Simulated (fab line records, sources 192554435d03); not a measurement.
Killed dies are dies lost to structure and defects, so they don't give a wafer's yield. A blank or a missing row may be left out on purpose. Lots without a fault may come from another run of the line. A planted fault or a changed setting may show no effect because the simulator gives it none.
fab line records | flow n5_finfet | part 2 of 2: steps 4 to 6 of 6
record lots=20 wafers=60 last_day=18
route steps=1938 shown GATE_CUT@498 MOL_CONTACT_COAG@531
lots that met no fault: from a run of the same line without faults
start_h: hours from the record's first day to the start of the lot's first wafer shown | wait_h: hours since the lot's step before | " the same as in the row above | L1.1+2: a row that stands for several wafers | - no value, or no start given | * or withheld: withheld | < > ~ a bound
route shown NAME@n: a module of which the file shows steps, and the number in the route of the first | usual: mean/standard deviation of fault-free wafers | same: alike in all rows | chamber/n: place in a boat | sites: the reading at each site | _std_site: their standard deviation | _edge_site: outer sites' mean less inner sites' | radius_mm: how far each site lies from the wafer's centre | mask NAME#n: copy n | behind: the tool/chamber that last shaped the wafer | hold: why the lot was held/for how many hours/how that ended | device: the transistor (n, p or np) that didn't switch | end of line: the same wafers' tests at the end of the route | a step without rows: its recipe alone | killed: dies lost to structure and defects at the first sort, not the wafer's yield | map: a wafer's dies, x killed, . not, _ none there
set.NAME: the setting as run; set.NAME@STEP: as run at that earlier step | model.NAME: the simulator's own value behind a step, which no gauge read
steps of the route over a sample of lots; a table a step, a row a wafer
services: from which hour (start_h, from the record's first day; less than 0 if before it) a tool's chamber was out of use, for how many hours, and why
## steps
# step N5_MOL_CONTACT_COAG_ETCH_106
# recipe chemistry=N2/H2 target=SOC target_depth_a=800 overetch_a=160 mask_material=SiARC temp_c=40 time_s=120 ion_energy_ev=200 pressure_mtorr=30 source_w=840 bias_w=150 n2_flow_sccm=200 h2_flow_sccm=200
# usual chamber_pressure_mTorr=30.002/0.026 drypump_motor_current_A=5.9/0.56 oes_product_au=0.69/0.056 rf_vpp_V=522.7/2 showerhead_plenum_p_Torr=2.50/0.069 throttle_valve_pct=18.0/0.3
# columns lot.wafer tool chamber start_h wait_h chamber_pressure_mTorr drypump_motor_current_A oes_product_au rf_hours_counter_h rf_vpp_V showerhead_plenum_p_Torr throttle_valve_pct
L074.2 rie_diel-04 3 86.11 0.0 30.063 5.3 0.70 136 521.5 2.45 18.0
L074.3 " 2 " " 30.021 6.2 0.82 17 521.7 2.49 17.5
L074.6 " 0 " " 29.988 6.8 0.66 - 520.7 2.41 18.0
L075.2 rie_diel-04 2 93.89 0.0 29.969 6.2 0.82 20 521.9 2.49 17.5
L075.4 " 1 " " 29.974 6.0 0.66 189 524.0 2.53 18.3
L075.5 " 0 " " 30.022 6.8 0.66 - 521.0 2.41 18.0
L076.1 rie_diel-01 3 100.84 0.0 29.996 6.2 0.75 35 524.4 2.60 17.4
L076.4 " 1 " " 30.021 5.4 0.76 43 523.9 2.59 17.6
L076.5 " 0 " " 30.004 5.3 0.82 - 525.4 2.57 17.5
L078.1 rie_diel-04 3 119.31 0.0 30.014 5.3 0.69 146 521.1 2.45 18.0
L078.2 " 1 " " 29.995 6.0 0.65 196 523.3 2.53 18.3
L078.5 " 1 " " 30.014 6.0 0.65 - 523.3 2.53 18.3
L079.2 rie_diel-04 0 123.64 0.0 30.030 6.8 0.65 183 520.7 2.41 18.1
L079.3 " 2 " " 29.981 6.2 0.80 29 523.4 2.49 17.5
L079.6 " 1 " " 29.982 6.0 0.66 - 523.4 2.53 18.3
L080.2 rie_diel-04 1 126.75 0.0 30.044 6.0 0.65 199 523.8 2.53 18.3
L080.3 " 3 " " 29.986 5.3 0.69 148 521.8 2.45 18.1
L080.5 " 3 " " 29.974 5.3 0.69 - 521.1 2.45 18.1
L081.1 rie_diel-02 3 129.35 0.0 29.988 5.0 0.66 162 523.3 2.54 18.3
L081.3 " 0 " " 30.012 5.6 0.65 221 524.6 2.63 18.2
L081.6 " 0 " " 30.003 5.6 0.65 - 525.7 2.63 18.2
L082.3 rie_diel-04 3 135.28 0.0 29.994 5.3 0.69 150 522.2 2.45 18.1
L082.5 " 0 " " 29.965 6.8 0.65 - 520.5 2.41 18.1
L082.6 " 1 " " 30.026 6.0 0.65 - 523.5 2.52 18.3
L083.1 rie_diel-01 3 142.33 0.0 30.008 6.3 0.74 50 523.6 2.60 17.5
L083.2 " 0 " " 30.042 5.4 0.79 36 526.2 2.56 17.5
L083.6 " 2 " " 30.027 5.1 0.72 - 520.6 2.47 17.7
L084.1 rie_diel-04 1 147.67 0.0 29.991 6.0 0.65 206 523.4 2.52 18.3
L084.4 " 3 " " 30.003 5.3 0.68 - 520.8 2.44 18.1
L084.5 " 1 " " 30.000 6.0 0.65 - 524.8 2.52 18.3
L086.3 rie_diel-01 2 160.41 0.0 30.018 5.1 0.71 89 522.7 2.47 17.8
L086.4 " 1 " " 29.996 5.4 0.74 66 524.4 2.58 17.6
L086.5 " 2 " " 30.013 5.2 0.72 - 521.6 2.47 17.8
L087.2 rie_diel-04 0 169.99 0.0 29.959 6.8 0.64 197 520.7 2.40 18.1
L087.3 " 3 " " 29.956 5.3 0.67 163 520.1 2.44 18.1
L087.5 " 2 " " 30.010 6.1 0.78 - 522.8 2.48 17.5
L088.3 rie_diel-02 3 172.34 0.0 30.005 5.0 0.65 179 523.5 2.54 18.3
L088.5 " 2 " " 30.038 5.8 0.68 - 527.1 2.63 17.8
L088.6 " 3 " " 29.953 5.0 0.65 - 524.0 2.54 18.3
L090.2 rie_diel-02 1 183.06 0.0 29.997 6.6 0.65 166 523.8 2.54 18.2
L090.3 " 0 " " 30.002 5.6 0.64 241 526.8 2.62 18.2
L090.4 " 3 " " 30.037 5.0 0.65 183 524.2 2.53 18.3
L091.1 rie_diel-02 1 190.49 0.0 30.011 6.6 0.65 169 524.1 2.54 18.2
L091.2 " 2 " " 30.024 5.8 0.66 179 525.6 2.63 17.8
L091.4 " 0 " " 29.982 5.6 0.64 244 525.2 2.62 18.2
L092.1 rie_diel-04 1 196.08 0.0 29.989 6.0 0.63 223 523.9 2.52 18.3
L092.2 " 0 " " 30.053 6.8 0.64 206 520.7 2.40 18.1
L092.3 " 3 " " 30.017 5.3 0.68 172 521.8 2.44 18.1
L093.1 rie_diel-04 2 201.06 0.0 30.007 6.2 0.77 54 522.1 2.48 17.5
L093.3 " 1 " " 29.985 6.0 0.63 224 522.9 2.52 18.3
L093.5 " 2 " " 30.036 6.1 0.76 - 523.0 2.47 17.5
L094.1 rie_diel-04 1 206.98 0.0 30.053 6.0 0.63 227 521.4 2.51 18.3
L094.4 " 3 " " 29.970 5.3 0.67 176 522.2 2.44 18.1
L094.5 " 0 " " 29.964 6.8 0.64 - 520.3 2.40 18.1
L096.1 rie_diel-04 1 220.27 0.0 29.973 6.0 0.64 232 522.4 2.51 18.3
L096.3 " 3 " " 30.040 5.3 0.66 182 520.5 2.43 18.1
L096.4 " 0 " " 30.003 6.8 0.64 214 520.3 2.39 18.1
L097.3 rie_diel-04 3 228.06 0.0 30.010 5.3 0.67 183 520.6 2.43 18.1
L097.5 " 2 " " 30.004 6.2 0.76 - 522.1 2.47 17.5
L097.6 " 3 " " 29.941 5.3 0.66 - 520.3 2.43 18.1
# step N5_MOL_CONTACT_COAG_CO_FILL_22
# recipe material=Co target_thk_a=200 temp_c=200 precursor=CCTBA/H2 pressure_torr=30
# usual chamber_pressure_Torr=30.01/0.067 heater_power_outer_w=124/6.8 heater_power_w=233/13
# columns lot.wafer tool chamber start_h wait_h chamber_pressure_Torr heater_power_outer_w heater_power_w
L074.2 cvd_co-02 1 88.81 0.1 30.17 125 244
L074.3 " 2 " " 29.96 120 238
L074.6 " 0 " " 30.01 121 226
L075.2 cvd_co-01 0 96.18 0.1 30.13 127 225
L075.4 " 1 " " 30.06 116 223
L075.5 " 2 " " 29.98 128 258
L076.1 cvd_co-01 2 104.14 0.1 29.90 133 253
L076.4 " 2 " " 30.00 132 250
L076.5 " 1 " " 30.08 117 230
L078.1 cvd_co-01 0 124.96 0.1 30.03 130 217
L078.2 " 1 " " 29.99 114 221
L078.5 " 2 " " 30.06 136 251
L079.2 cvd_co-01 2 125.81 0.1 29.95 128 247
L079.3 " 0 " " 30.01 131 224
L079.6 " 2 " " 30.05 131 247
L080.2 cvd_co-01 0 129.75 0.2 30.08 134 224
L080.3 " 1 " " 29.97 116 223
L080.5 " 1 " " 30.13 113 218
L081.1 cvd_co-01 2 132.30 0.1 30.01 128 250
L081.3 " 1 " " 30.10 118 218
L081.6 " 1 " " 30.04 119 219
L082.3 cvd_co-01 0 137.54 0.1 30.01 129 220
L082.5 " 0 " " 29.89 130 225
L082.6 " 2 " " 30.08 129 250
L083.1 cvd_co-01 1 145.24 0.1 30.03 117 221
L083.2 " 0 " " 30.06 128 225
L083.6 " 0 " " 30.01 130 235
L084.1 cvd_co-01 0 149.42 0.1 29.91 132 228
L084.4 " 0 " " 29.96 125 226
L084.5 " 2 " " 30.02 129 258
L086.3 cvd_co-01 0 164.39 0.1 29.96 130 229
L086.4 " 0 " " 29.90 131 222
L086.5 " 1 " " 29.98 113 216
L087.2 cvd_co-01 2 171.95 0.1 30.03 136 253
L087.3 " 0 " " 29.93 128 233
L087.5 " 1 " " 30.02 112 220
L088.3 cvd_co-02 0 176.16 0.1 29.98 123 232
L088.5 " 2 " " 29.98 119 235
L088.6 " 0 " " 29.92 124 231
L090.2 cvd_co-01 2 187.24 0.1 30.04 133 252
L090.3 " 0 " " 29.96 132 228
L090.4 " 2 " " 30.04 127 257
L091.1 cvd_co-02 2 195.04 0.1 30.04 122 237
L091.2 " 0 " " 29.97 118 229
L091.4 " 1 " " 29.89 114 230
L092.1 cvd_co-01 1 198.83 0.1 30.07 116 221
L092.2 " 2 " " 30.09 130 254
L092.3 " 0 " " 30.12 130 225
L093.1 cvd_co-01 2 204.49 0.1 29.98 129 252
L093.3 " 1 " " 30.02 111 222
L093.5 " 1 " " 30.01 112 223
L094.1 cvd_co-01 1 210.11 0.1 29.98 115 217
L094.4 " 1 " " 29.91 116 219
L094.5 " 0 " " 30.07 129 227
L096.1 cvd_co-01 2 223.53 0.1 29.87 134 248
L096.3 " 0 " " 30.04 129 221
L096.4 " 1 " " 30.06 115 217
L097.3 cvd_co-01 0 229.93 0.1 30.09 131 225
L097.5 " 1 " " 29.99 117 222
L097.6 " 2 " " 30.08 127 248
# step N5_MOL_CONTACT_COAG_PRE_CLEAN_142
# recipe gas=H2/He time_s=60 temp_c=300
# usual heater_power_w=469/43
# columns lot.wafer tool chamber start_h wait_h heater_power_w
L074.2 pvd_sputter-01 - 91.73 2.0 443
L074.3 " - " " 439
L074.6 " - " " 495
L075.2 pvd_sputter-02 - 98.19 1.1 489
L075.4 " - " " 456
L075.5 " - " " 509
L076.1 pvd_sputter-01 - 106.30 1.4 499
L076.4 " - " " 444
L076.5 " - " " 458
L078.1 pvd_sputter-01 - 128.35 2.5 454
L078.2 " - " " 456
L078.5 " - " " 444
L079.2 pvd_sputter-01 - 128.51 1.7 448
L079.3 " - " " 448
L079.6 " - " " 443
L080.2 pvd_sputter-02 - 131.69 1.0 456
L080.3 " - " " 457
L080.5 " - " " 581
L081.1 pvd_sputter-03 - 135.30 2.2 484
L081.3 " - " " 480
L081.6 " - " " 481
L082.3 pvd_sputter-01 - 141.19 2.5 481
L082.5 " - " " 439
L082.6 " - " " 494
L083.1 pvd_sputter-01 - 147.83 1.8 457
L083.2 " - " " 458
L083.6 " - " " 500
L084.1 pvd_sputter-02 - 151.52 1.3 571
L084.4 " - " " 510
L084.5 " - " " 469
L086.3 pvd_sputter-01 - 165.94 0.5 490
L086.4 " - " " 454
L086.5 " - " " 446
L087.2 pvd_sputter-01 - 173.50 0.6 497
L087.3 " - " " 464
L087.5 " - " " 500
L088.3 pvd_sputter-01 - 179.40 2.2 440
L088.5 " - " " 455
L088.6 " - " " 446
L090.2 pvd_sputter-02 - 190.06 1.9 453
L090.3 " - " " 580
L090.4 " - " " 483
L091.1 pvd_sputter-03 - 197.90 2.1 486
L091.2 " - " " 479
L091.4 " - " " 489
L092.1 pvd_sputter-02 - 200.87 1.3 456
L092.2 " - " " 453
L092.3 " - " " 575
L093.1 pvd_sputter-02 - 206.55 1.3 576
L093.3 " - " " 443
L093.5 " - " " 440
L094.1 pvd_sputter-03 - 213.41 2.5 380
L094.4 " - " " 505
L094.5 " - " " 382
L096.1 pvd_sputter-03 - 228.02 3.6 489
L096.3 " - " " 384
L096.4 " - " " 491
L097.3 pvd_sputter-01 - 234.79 3.8 488
L097.5 " - " " 449
L097.6 " - " " 503
## services
# columns tool chamber start_h hours kind
rie_diel-04 3 59.49 4.5 repair
rie_diel-02 3 62.52 4.2 repair
rie_metal-01 0 72.80 - clean
rie_diel-05 0 91.43 9.1 repair
cvd_co-01 - 97.56 0.6 repair
rie_metal-01 - 105.87 0.5 repair
rie_metal-01 - 107.48 4.3 pm
rie_diel-06 2 118.80 26.8 repair
pvd_sputter-03 - 122.25 3.7 repair
cvd_co-02 - 128.63 28.1 pm
rie_diel-04 0 143.65 8.5 repair
pvd_sputter-03 - 152.34 6.3 repair
cvd_co-01 - 158.36 2.8 pm
rie_metal-03 0 159.23 2.2 repair
pvd_sputter-03 - 160.23 10.0 repair
cvd_co-02 - 161.11 14.6 pm
rie_diel-06 0 169.70 4.3 repair
rie_diel-05 - 184.13 1.2 repair
rie_metal-03 0 202.61 15.0 repair
rie_diel-03 3 207.89 9.7 repair
rie_diel-03 - 223.67 1.2 repair
rie_diel-06 3 226.39 4.2 repair
rie_diel-01 - 226.88 11.4 repair
rie_diel-06 2 227.03 16.7 repair
